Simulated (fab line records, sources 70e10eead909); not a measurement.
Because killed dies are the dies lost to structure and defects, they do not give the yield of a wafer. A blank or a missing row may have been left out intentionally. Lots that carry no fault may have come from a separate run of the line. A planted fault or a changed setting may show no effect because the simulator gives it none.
Matching of chambers	flow nandHarc	NHARC_P_M2_PRE_CLEAN_32 on pecvd-02 has 3 sister chambers
The step time 12 s. 3 wafers are shown with their chamber, then 12 later ones without.

== WAFERS WITH THEIR CHAMBER ==
wafer	chamber	heaterPowerW (W)
L090.2	1	653
L091.1	2	610
L091.6	0	676

== WAFERS WITHOUT THEIR CHAMBER ==
wafer	heaterPowerW (W)
L093.1	650
L093.5	637
L093.6	633
L095.1	591
L095.3	603
L095.4	711
L094.1	559
L094.2	671
L094.4	709
L097.2	664
L097.4	658
L097.5	675

== THE CHAMBER EACH PASSED THROUGH ==
wafer	from the rows above	in truth
L093.1	can't be placed: 1 or 0 or 2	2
L093.5	can't be placed: 1 or 2 or 0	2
L093.6	can't be placed: 1 or 2 or 0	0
L095.1	can't be placed: 2 or 1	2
L095.3	can't be placed: 2 or 1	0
L095.4	can't be placed: 0 or 1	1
L094.1	can't be placed: 2 or 1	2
L094.2	can't be placed: 0 or 1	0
L094.4	can't be placed: 0 or 1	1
L097.2	can't be placed: 1 or 0 or 2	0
L097.4	can't be placed: 1 or 0 or 2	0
L097.5	can't be placed: 0 or 1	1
Correctly placed: 0 of 12. Unplaceable from these rows: 12, with the true chamber sitting among the candidates in 11. 0 placed wrongly.
How it was worked out, from the rows above alone: a wafer's distance from a chamber is the root of the sum, over the readings, of the square of ((its reading less the chamber's mean) divided by the reading's scatter). If the next closest chamber is less than 2 further off than the closest, the wafer can't be placed; otherwise it belongs to the closest. The mean given for a chamber averages the wafers shown for that chamber. The scatter: root of mean squared gap, hidden wafer to nearest shown wafer, with one shown wafer a chamber.
